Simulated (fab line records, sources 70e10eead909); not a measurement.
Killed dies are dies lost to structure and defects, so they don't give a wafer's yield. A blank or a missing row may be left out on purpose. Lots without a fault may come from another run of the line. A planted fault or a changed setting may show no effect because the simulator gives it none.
fab line records | flow nand_harc
record lots=6 wafers=18 last_day=33
route steps=1302 shown P_M2@332 END@1302
lots that met no fault: from a run of the same line without faults
start_h: hours from the record's first day to the start of the lot's first wafer shown | wait_h: hours since the lot's step before | " the same as in the row above | L1.1+2: a row that stands for several wafers | - no value, or no start given | * or withheld: withheld | < > ~ a bound
route shown NAME@n: a module of which the file shows steps, and the number in the route of the first | usual: mean/standard deviation of fault-free wafers | same: alike in all rows | chamber/n: place in a boat | sites: the reading at each site | _std_site: their standard deviation | _edge_site: outer sites' mean less inner sites' | radius_mm: how far each site lies from the wafer's centre | mask NAME#n: copy n | behind: the tool/chamber that last shaped the wafer | hold: why the lot was held/for how many hours/how that ended | device: the transistor (n, p or np) that didn't switch | end of line: the same wafers' tests at the end of the route | a step without rows: its recipe alone | killed: dies lost to structure and defects at the first sort, not the wafer's yield | map: a wafer's dies, x killed, . not, _ none there
set.NAME: the setting as run; set.NAME@STEP: as run at that earlier step | model.NAME: the simulator's own value behind a step, which no gauge read
lots at some steps of the route; a table a step, a row a wafer
services: from which hour (start_h, from the record's first day; less than 0 if before it) a tool's chamber was out of use, for how many hours, and why
## steps
# step NHARC_P_M2_ETCH_35
# recipe target_depth_a=400 overetch_a=120 time_s=43.94 ion_energy_ev=200 n2_flow_sccm=150 h2_flow_sccm=150 ar_flow_sccm=0 rf_w=400 bias_w=150 chemistry=N2/H2
# usual drypump_motor_current_A=5.8/0.65 oes_product_au=1.001/0.0069 rf_vpp_V=431.3/2.8 showerhead_plenum_p_Torr=2.07/0.093 throttle_valve_pct=14.172/0.0094
# same time_s=43.94
# columns lot.wafer tool chamber start_h wait_h drypump_motor_current_A oes_product_au rf_hours_counter_h rf_vpp_V showerhead_plenum_p_Torr throttle_valve_pct
L649.3 rie_diel-07 3 172.75 0.1 6.4 1.004 0.7 434.3 2.12 14.174
L649.1 " 0 " " 4.5 1.004 2.5 434.7 2.20 14.162
L649.6 " 2 " " 5.5 1.009 - 431.8 2.10 14.165
L654.2 rie_diel-07 2 218.55 0.1 5.5 1.004 5.3 432.5 2.10 14.155
L654.3 " 0 " " 4.7 1.009 5.4 434.1 2.20 14.176
L654.6 " 2 " " 5.5 1.012 - 432.3 2.10 14.164
L662.4 rie_diel-02 1 301.76 0.1 5.5 0.997 4.5 426.7 1.97 14.164
L662.1 " 3 " " 5.8 0.992 5.2 432.9 2.15 14.186
L662.6 " 1 " " 5.5 1.005 - 429.1 1.97 14.174
L663.2 rie_diel-07 3 308.56 0.1 6.4 0.995 0.2 432.8 2.11 14.176
L663.1 " 0 " " 4.5 0.997 0.2 435.8 2.20 14.152
L663.4 " 1 " " 6.4 0.988 - 429.3 1.93 14.155
L664.4 rie_diel-07 1 320.14 0.1 6.3 1.003 0.8 427.3 1.93 14.176
L664.3 " 3 " " 6.4 1.000 1.1 432.7 2.11 14.194
L664.2 " 0 " " 4.6 1.011 1.0 433.8 2.20 14.172
L668.1 rie_diel-02 1 356.51 0.1 5.5 1.007 6.5 428.1 1.97 14.166
L668.4 " 2 " " 6.5 1.001 6.8 432.6 2.06 14.168
L668.6 " 3 " " 5.8 0.995 - 434.0 2.15 14.167
# step NHARC_P_M2_ETCH_15
# recipe target_depth_a=1825 time_s=91.2 c4f8_flow_sccm=withheld ar_flow_sccm=400 rf_w=600 bias_w=300 chemistry=C4F8/Ar
# usual oes_product_au=0.950/0.024 rf_vpp_V=441.8/2.6
# same time_s=91.2
# columns lot.wafer tool chamber start_h wait_h oes_product_au rf_hours_counter_h rf_vpp_V
L649.1 rie_diel-07 1 - - 0.964 2.6 438.5
L649.3 " 0 " " 0.985 2.5 445.5
L649.6 " 1 " " 0.972 - 439.4
L654.3 rie_diel-07 1 - - 0.922 5.9 438.5
L654.2 " 2 " " 0.926 5.3 442.4
L654.6 " 0 " " 0.915 - 445.6
L662.1 rie_diel-02 1 - - 0.924 4.5 436.5
L662.4 " 2 " " 0.932 5.1 440.0
L662.6 " 1 " " 0.922 - 438.4
L663.1 rie_diel-07 0 - - 0.964 0.2 444.0
L663.2 " 1 " " 0.953 0.2 438.0
L663.4 " 0 " " 0.956 - 443.8
L664.2 rie_diel-07 0 - - 0.986 1.0 444.3
L664.3 " 1 " " 0.977 0.9 437.1
L664.4 " 2 " " 0.960 0.9 443.8
L668.4 rie_diel-02 3 - - 0.932 6.9 443.1
L668.1 " 0 " " 0.931 6.8 445.3
L668.6 " 3 " " 0.939 - 443.5
# step NHARC_P_M2_CD_MEAS_16
# usual cd_nm=170.2/0.62
# columns lot.wafer tool chamber start_h wait_h cd_nm
L649.1 cd_sem-03 - 172.96 - 169.6
L649.3 " - " " 170.1
L649.6 " - " " 170.6
L654.2 cd_sem-01 - 218.77 - 169.4
L654.3 " - " " 169.8
L654.6 " - " " 169.7
L662.1 cd_sem-01 - 301.98 - 170.6
L662.4 " - " " 170.7
L662.6 " - " " 171.2
L663.1 cd_sem-03 - 308.80 - 171.4
L663.2 " - " " 170.8
L663.4 " - " " 171.2
L664.2 cd_sem-03 - 320.36 - 169.1
L664.3 " - " " 170.8
L664.4 " - " " 170.1
L668.1 cd_sem-01 - 356.72 - 169.6
L668.4 " - " " 169.5
L668.6 " - " " 170.3
# step NHARC_P_M2_STRIP_18
# recipe power_w=1000 n2_flow_sccm=150 h2_flow_sccm=150 ar_flow_sccm=0 bias_w=0 chemistry=N2/H2
# step NHARC_P_M2_ETCH_28
# recipe target_depth_a=300 over_etch_frac=0.3 time_s=72.99 ion_energy_ev=150 cf4_flow_sccm=50 n2_flow_sccm=100 ar_flow_sccm=150 rf_w=300 bias_w=100 chemistry=CF4/N2
# step NHARC_P_M2_STRIP_19
# recipe time_s=600 temp_c=30 chemistry=post_etch_residue_remover
# step NHARC_P_M2_DEGAS_29
# recipe temp_c=250 time_s=60
# step NHARC_P_M2_PRE_CLEAN_30
# recipe time_s=30 temp_c=280 gas=H2/He
# step NHARC_P_M2_PVD_20
# recipe target_thk_a=50 bias_v=168.6 power_w=15000 chamber_pressure_pa=0.12 time_s=8.06 substrate_temp_c=50 material=TaN
# usual throttle_valve_pct=30.0/1.3
# same time_s=8.06
# columns lot.wafer tool chamber start_h wait_h throttle_valve_pct
L649.1 pvd_sputter-01 - - - 30.1
L649.3 " - " " 30.6
L649.6 " - " " 29.4
L654.3 pvd_sputter-03 - - - 31.7
L654.2 " - " " 31.2
L654.6 " - " " 31.0
L662.1 pvd_sputter-03 - - - 31.3
L662.4 " - " " 28.8
L662.6 " - " " 32.0
L663.1 pvd_sputter-03 - - - 28.6
L663.4 " - " " 31.3
L663.2 " - " " 30.6
L664.2 pvd_sputter-02 - - - 28.2
L664.4 " - " " 30.7
L664.3 " - " " 31.1
L668.4 pvd_sputter-02 - - - 30.6
L668.1 " - " " 31.0
L668.6 " - " " 30.7
# step NHARC_P_M2_PVD_21
# recipe target_thk_a=300 chamber_pressure_pa=5 power_w=5000 substrate_temp_c=30 time_s=20.49 material=Cu
# usual throttle_valve_pct=30.0/1.3
# same time_s=20.49
# columns lot.wafer tool chamber start_h wait_h throttle_valve_pct
L649.3 pvd_sputter-01 - - - 30.4
L649.1 " - " " 29.5
L649.6 " - " " 31.2
L654.3 pvd_sputter-03 - - - 30.7
L654.2 " - " " 31.9
L654.6 " - " " 30.7
L662.4 pvd_sputter-03 - - - 30.7
L662.1 " - " " 28.8
L662.6 " - " " 31.6
L663.1 pvd_sputter-03 - - - 30.9
L663.4 " - " " 31.2
L663.2 " - " " 31.8
L664.2 pvd_sputter-02 - - - 31.0
L664.4 " - " " 28.5
L664.3 " - " " 27.4
L668.4 pvd_sputter-02 - - - 30.9
L668.1 " - " " 31.2
L668.6 " - " " 27.8
# step NHARC_P_M2_ECD_22
# recipe target_thk_a=4000 bath_temp_c=25 material=Cu
# step NHARC_P_M2_ANNEAL_31
# recipe temp_c=225 time_s=90
# usual wafer_temp_C_max=225.9/0.34
# same time_s=90
# columns lot.wafer tool chamber start_h wait_h wafer_temp_C_max
L649.1 rtp_anneal-01 0 174.41 0.3 225.6
L649.3 " 0 " " 225.9
L649.6 " 0 " " 225.6
L654.2 rtp_anneal-01 0 220.29 0.3 225.7
L654.3 " 0 " " 225.5
L654.6 " 0 " " 225.5
L662.1 rtp_anneal-02 0 303.43 - 225.9
L662.4 " 0 " " 226.5
L662.6 " 0 " " 226.0
L663.1 rtp_anneal-02 0 310.28 - 225.9
L663.2 " 0 " " 226.7
L663.4 " 0 " " 226.1
L664.2 rtp_anneal-02 0 321.86 - 226.0
L664.3 " 0 " " 225.6
L664.4 " 0 " " 225.5
L668.1 rtp_anneal-01 0 358.17 0.3 225.5
L668.4 " 0 " " 225.9
L668.6 " 0 " " 225.8
# step NHARC_P_M2_CMP_23
# recipe t_overpolish_s=20 target_thk_nm=144.3
# usual edge_zone_pressure_frac=1.000/0.005 motor_current_A=12.8/0.83 time_to_endpoint_s=28.6/2.2
# columns lot.wafer tool chamber start_h wait_h edge_zone_pressure_frac motor_current_A time_to_endpoint_s
L649.1 cmp-01 3 174.81 - 0.999 12.1 28.7
L649.3 " 0 " " 1.002 12.5 28.0
L649.6 " 2 " " 1.004 12.0 29.5
L654.2 cmp-01 3 220.65 - 1.000 11.7 31.3
L654.3 " 0 " " 1.000 13.3 29.8
L654.6 " 2 " " 0.998 12.6 31.6
L662.4 cmp-01 1 303.77 - - - -
L662.1 " 3 " " - - -
L662.6 " 2 " " - - -
L663.2 cmp-01 3 310.62 - - - -
L663.1 " 0 " " - - -
L663.4 " 2 " " - - -
L664.2 cmp-01 0 322.18 - 1.002 13.0 27.2
L664.3 " 1 " " 1.005 13.3 27.4
L664.4 " 2 " " 1.004 12.1 30.1
L668.1 cmp-03 2 358.51 - 1.003 11.8 29.9
L668.4 " 1 " " 1.000 12.0 32.0
L668.6 " 2 " " 1.003 11.9 30.1
# step NHARC_P_M2_THK_MEAS_24
# recipe thk_meas_gauge=xrf
# usual thk_nm=144.2/1.6
# columns lot.wafer tool chamber start_h wait_h thk_nm
L649.1 film_metro-02 - 175.07 - 143.3
L649.3 " - " " 143.2
L649.6 " - " " 145.1
L654.2 film_metro-01 - 220.91 - 145.7
L654.3 " - " " 145.7
L654.6 " - " " 145.1
L662.1 film_metro-02 - 304.09 0.2 400.9
L662.4 " - " " 392.2
L662.6 " - " " 396.8
L663.1 film_metro-02 - 310.94 0.3 399.7
L663.2 " - " " 395.9
L663.4 " - " " 399.3
L664.2 film_metro-02 - 322.46 - 145.8
L664.3 " - " " 144.5
L664.4 " - " " 145.3
L668.1 film_metro-01 - 358.82 - 145.4
L668.4 " - " " 144.0
L668.6 " - " " 146.0
# step NHARC_P_M2_SRD_25
# step NHARC_END_SORT_01
# recipe temp_c=25
# usual defect_limited_yield=91.6/2.6 killed_at_array=51/17 killed_at_other=1.6/2.1 killed_at_periphery=4/3.2 killed_dies=57/18 killed_open=2.9/1.7 killed_short=2.3/1.3 sort_bin_2_pct=3.0/1.2 sort_bin_3_pct=0.7/0.43 sort_bin_4_pct=4.7/1.4 sort_n_pass=620/18 sort_rim_yield_pct=87/4.8 sort_yield_pct=91.6/2.6
# same gross_dies=677 sort_bin_5_pct[%]=0 sort_bin_6_pct[%]=0 sort_bin_7_pct[%]=0 sort_bin_8_pct[%]=0 sort_rim_n_gross=106.00
# columns lot.wafer tool chamber start_h wait_h defect_limited_yield[%] killed_at_array killed_at_other killed_at_periphery killed_dies killed_open killed_short sort_bin_2_pct[%] sort_bin_3_pct[%] sort_bin_4_pct[%] sort_n_pass sort_rim_yield_pct[%] sort_yield_pct[%]
L662.1 prober-02 0 705.94 2.5 0 54 0 623 677 3 2 94.2 0.6 5.2 0 0 0
L662.4 prober-02 0 708.34 3.4 0 44 0 633 677 2 4 96.0 0.4 3.5 0 0 0
L662.6 prober-02 0 709.94 4.0 0 45 0 632 677 2 3 96.9 0.6 2.5 0 0 0
L663.1 prober-02 0 731.28 2.5 0 43 1 633 677 5 0 95.9 0.6 3.5 0 0 0
L663.4 prober-02 0 733.64 3.4 0 49 0 628 677 3 2 94.8 0.6 4.6 0 0 0
# killed by level:class
L662.1 P_M2:area_cmp=621 A_SLIT:chamber_film_flake=24 A_CHANNEL_HOLE_D2:chamber_film_flake=15 A_CHANNEL_FILL_D1:chamber_film_flake=6 A_CONTACT:chamber_film_flake=3 A_M0:geometric_particle:open=2 P_GATE:chamber_film_flake=2 A_ONON_D1:geometric_particle:short=1
L662.4 P_M2:area_cmp=628 A_SLIT:chamber_film_flake=19 A_CHANNEL_HOLE_D1:chamber_film_flake=8 A_CHANNEL_HOLE_D2:chamber_film_flake=7 P_GATE:chamber_film_flake=4 A_CHANNEL_FILL_D1:geometric_particle:short=2 A_CHANNEL_FILL_D1:chamber_film_flake=2 P_CONTACT:geometric_particle:short=1
L662.6 P_M2:area_cmp=632 A_SLIT:chamber_film_flake=19 A_CHANNEL_HOLE_D2:chamber_film_flake=8 A_CHANNEL_HOLE_D1:chamber_film_flake=4 A_CHANNEL_FILL_D1:chamber_film_flake=3 A_CHANNEL_FILL_D2:chamber_film_flake=3 A_STAIRCASE:chamber_film_flake=2 A_ONON_D1:geometric_particle:open=1
L663.1 P_M2:area_cmp=631 A_SLIT:chamber_film_flake=21 A_CHANNEL_HOLE_D1:chamber_film_flake=10 A_CONTACT:chamber_film_flake=4 A_CHANNEL_FILL_D1:chamber_film_flake=3 P_CONTACT:geometric_particle:open=2 A_WL_FILL:chamber_film_flake=2 A_DECK1_JOINT:geometric_particle:open=1
L663.4 P_M2:area_cmp=626 A_SLIT:chamber_film_flake=22 A_CHANNEL_HOLE_D1:chamber_film_flake=11 A_CHANNEL_FILL_D1:chamber_film_flake=4 A_CONTACT:chamber_film_flake=3 A_DECK1_JOINT:chamber_film_flake=2 A_WL_FILL:chamber_film_flake=2 P_CONTACT:geometric_particle:open=1
# map L662.1 (x killed, . not)
____________x____________
_________xxxxxxx_________
_______xxxxxxxxxxx_______
______xxxxxxxxxxxxx______
_____xxxxxxxxxxxxxxx_____
____xxxxxxxxxxxxxxxxx____
____xxxxxxxxxxxxxxxxx____
___xxxxxxxxxxxxxxxxxxx___
___xxxxxxxxxxxxxxxxxxx___
__xxxxxxxxxxxxxxxxxxxxx__
__xxxxxxxxxxxxxxxxxxxxx__
_xxxxxxxxxxxxxxxxxxxxxxx_
_xxxxxxxxxxxxxxxxxxxxxxx_
_xxxxxxxxxxxxxxxxxxxxxxx_
_xxxxxxxxxxxxxxxxxxxxxxx_
_xxxxxxxxxxxxxxxxxxxxxxx_
xxxxxxxxxxxxxxxxxxxxxxxxx
xxxxxxxxxxxxxxxxxxxxxxxxx
xxxxxxxxxxxxxxxxxxxxxxxxx
xxxxxxxxxxxxxxxxxxxxxxxxx
xxxxxxxxxxxxxxxxxxxxxxxxx
_xxxxxxxxxxxxxxxxxxxxxxx_
_xxxxxxxxxxxxxxxxxxxxxxx_
_xxxxxxxxxxxxxxxxxxxxxxx_
_xxxxxxxxxxxxxxxxxxxxxxx_
_xxxxxxxxxxxxxxxxxxxxxxx_
__xxxxxxxxxxxxxxxxxxxxx__
__xxxxxxxxxxxxxxxxxxxxx__
___xxxxxxxxxxxxxxxxxxx___
___xxxxxxxxxxxxxxxxxxx___
____xxxxxxxxxxxxxxxxx____
____xxxxxxxxxxxxxxxxx____
_____xxxxxxxxxxxxxxx_____
______xxxxxxxxxxxxx______
_______xxxxxxxxxxx_______
_________xxxxxxx_________
____________x____________
# map L663.1 (x killed, . not)
____________x____________
_________xxxxxxx_________
_______xxxxxxxxxxx_______
______xxxxxxxxxxxxx______
_____xxxxxxxxxxxxxxx_____
____xxxxxxxxxxxxxxxxx____
____xxxxxxxxxxxxxxxxx____
___xxxxxxxxxxxxxxxxxxx___
___xxxxxxxxxxxxxxxxxxx___
__xxxxxxxxxxxxxxxxxxxxx__
__xxxxxxxxxxxxxxxxxxxxx__
_xxxxxxxxxxxxxxxxxxxxxxx_
_xxxxxxxxxxxxxxxxxxxxxxx_
_xxxxxxxxxxxxxxxxxxxxxxx_
_xxxxxxxxxxxxxxxxxxxxxxx_
_xxxxxxxxxxxxxxxxxxxxxxx_
xxxxxxxxxxxxxxxxxxxxxxxxx
xxxxxxxxxxxxxxxxxxxxxxxxx
xxxxxxxxxxxxxxxxxxxxxxxxx
xxxxxxxxxxxxxxxxxxxxxxxxx
xxxxxxxxxxxxxxxxxxxxxxxxx
_xxxxxxxxxxxxxxxxxxxxxxx_
_xxxxxxxxxxxxxxxxxxxxxxx_
_xxxxxxxxxxxxxxxxxxxxxxx_
_xxxxxxxxxxxxxxxxxxxxxxx_
_xxxxxxxxxxxxxxxxxxxxxxx_
__xxxxxxxxxxxxxxxxxxxxx__
__xxxxxxxxxxxxxxxxxxxxx__
___xxxxxxxxxxxxxxxxxxx___
___xxxxxxxxxxxxxxxxxxx___
____xxxxxxxxxxxxxxxxx____
____xxxxxxxxxxxxxxxxx____
_____xxxxxxxxxxxxxxx_____
______xxxxxxxxxxxxx______
_______xxxxxxxxxxx_______
_________xxxxxxx_________
____________x____________
## services
# columns tool chamber start_h hours kind
cmp-01 - 159.51 0.5 repair
cmp-03 - 164.31 4.0 pm
pvd_sputter-03 - 177.59 10.0 pm
pvd_sputter-03 - 188.46 6.7 repair
cmp-01 - 192.13 4.0 pm
rie_diel-07 - 197.61 0.3 repair
cmp-03 - 215.15 0.8 repair
rie_diel-02 - 216.81 9.0 pm
pvd_sputter-01 - 223.88 3.4 repair
cmp-01 - 235.44 1.6 repair
rie_diel-02 2 242.07 7.0 repair
cmp-01 - 246.54 1.5 repair
pvd_sputter-03 - 254.17 5.1 repair
cmp-03 - 262.38 4.0 pm
cmp-01 - 278.71 1.1 repair
pvd_sputter-02 - 282.00 10.0 pm
rie_diel-02 1 283.93 7.5 repair
pvd_sputter-01 - 288.30 2.2 repair
cmp-01 - 290.13 4.0 pm
rie_diel-07 - 294.20 9.0 pm
rie_diel-07 2 306.54 4.4 repair
rie_diel-07 2 328.40 14.6 repair
pvd_sputter-02 - 340.91 6.9 repair
pvd_sputter-03 - 355.59 10.0 pm
## key
first_sign step=NHARC_P_M2_CMP_23 reading=tool_record direction=missing
effect step=NHARC_P_M2_THK_MEAS_24 reading=thk_nm direction=up sigmas=99+ usual=144.2 struck=397.5
effect step=NHARC_END_SORT_01 reading=killed_at_periphery direction=up sigmas=99+ usual=4 struck=630
more_kills_born_at NHARC_P_M2_CMP_23@cmp-01=3138
met_at NHARC_P_M2_CMP_23
struck_wafers L662.1,L662.4,L662.6,L663.1,L663.2,L663.4
rows_end L663.2
later_rows_left_out L662.1,L662.4,L662.6,L663.1,L663.4
onset_between 220.65 303.77
fault kind=skipped_step_whole tool=cmp-01 chamber=- onset_h=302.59 steps=NHARC_P_M2_CMP_23 scope=struck_lots_only
# later_rows_left_out: the simulator's readings of these wafers behind a module that went badly wrong aren't trusted and aren't shown, but for the sort
# rows_end: these wafers met a further fault down the route, and their rows from its step on are left out
